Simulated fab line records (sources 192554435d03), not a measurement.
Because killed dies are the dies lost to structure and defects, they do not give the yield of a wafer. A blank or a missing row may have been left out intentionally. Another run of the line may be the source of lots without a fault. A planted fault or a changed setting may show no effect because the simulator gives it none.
Comparing a struck lot with a sound one + flow n5-finfet + 14 out of 1938 route steps
Sound: these wafers, L976.1, L976.4, L976.6. Struck: wafers L966.3, L966.4, L966.5. The cause comes at the end.
For every step that has rows: the tool of each side, followed by ch and its chambers, followed by its first start. Under that, the readings that differ: sound wafers + struck wafers + difference of the means + sigmas: that difference in standard deviations of wafers without a fault.
alike: a reading whose means differ by less than 2 such deviations, as well as words and numbers matching on both sides. not compared: withheld readings; readings where some wafer has no value; bounds like >300 that might hide an equal value; numbers whose values overlap and for which the record gives no deviation.
A row with sigmas, a row that says differs or no value, or rows on one side alone: a step with any of these is where the two part. Non-overlapping numbers with no deviation appear without sigmas and do not part them. A reading that every wafer of one side lacks parts them only if that side has two wafers or more.

N5_MOL_CONTACT_COAG_CMP_28: polishes, stops on SiNx, t overpolish 0.85 s, target thk 14.522 nm.
  sound on cmp-04 ch 0,1,2, day 10 05:13; struck on cmp-02 ch 0,2,3, day 7 18:07
  alike: edge-zone-pressure-frac, motor-current-A, retaining-ring-pressure-frac, time-to-endpoint-s
N5_MOL_CONTACT_COAG_THK_MEAS_29:
  sound on film-metro-02, day 10 05:28; struck on film-metro-01, day 7 18:22
  alike: MD_CAP_THK
N5_MOL_CONTACT_COAG_ALD_123: deposits SiNx, target thk 5 nm, pulse time 1 s, purge time 2 s.
  sound on ald-sin-01 ch 0,1,2, day 10 05:31; struck on ald-sin-02 ch 2,3, day 7 18:25
  alike: heater-power-w, precursor-pulse-height-rel
then, 9 steps without rows for these wafers: N5_MOL_CONTACT_COAG_PECVD_31 (deposits SiO2 from TEOS/O2, target thk 46 nm, time 8.9 s); N5_MOL_CONTACT_COAG_COAT_75 (time 60 s, resist thk 60 nm); N5_MOL_CONTACT_COAG_COAT_76 (time 60 s, resist thk 10 nm); N5_MOL_CONTACT_COAG_COAT_77 (time 60 s, resist thk 10 nm); N5_MOL_CONTACT_COAG_COAT_78 (resist thk 40 nm); N5_MOL_CONTACT_COAG_EBR_80; N5_MOL_CONTACT_COAG_SOFTBAKE_79 (time 60 s); N5_MOL_CONTACT_COAG_EXPOSE_81 (exposes mask VG, defocus 0 nm); N5_MOL_CONTACT_COAG_PEB_82 (peb time 60 s).
N5_MOL_CONTACT_COAG_DEVELOP_83: develop time 30 s.
  struck on litho-track-05, day 7 19:19; sound on litho-track-02 ch 0, day 10 06:27
  no value came back on the struck wafers for chill-plate-temp-C (C), develop-time-s (s); on the sound wafers chill-plate-temp-C (C) reads 22.80 22.97 23.04
| reading                                               | sound          | struck   | difference | sigmas |
|-------------------------------------------------------|----------------|----------|------------|--------|
| model.CAR-EUV_of_MOL_CONTACT_COAG_COAT_78.thk-nm (nm) | 39.6 39.6 39.6 | 40 40 40 | +0         |        |
N5_MOL_CONTACT_COAG_CD_MEAS_84: target cd 25.1 nm.
  sound on cd-sem-02 ch 0, day 10 06:31; struck on cd-sem-01 ch 0, day 7 19:23
| reading    | sound             | struck | difference                    | sigmas |
|------------|-------------------|--------|-------------------------------|--------|
| cd-nm (nm) | 24.53 24.75 24.89 | - - -  | no value on the struck wafers |        |

WHERE THEY PART
Last at N5_MOL_CONTACT_COAG_CD_MEAS_84 as far as this record goes, first at N5_MOL_CONTACT_COAG_DEVELOP_83.

WHY: what had been put in by the simulator
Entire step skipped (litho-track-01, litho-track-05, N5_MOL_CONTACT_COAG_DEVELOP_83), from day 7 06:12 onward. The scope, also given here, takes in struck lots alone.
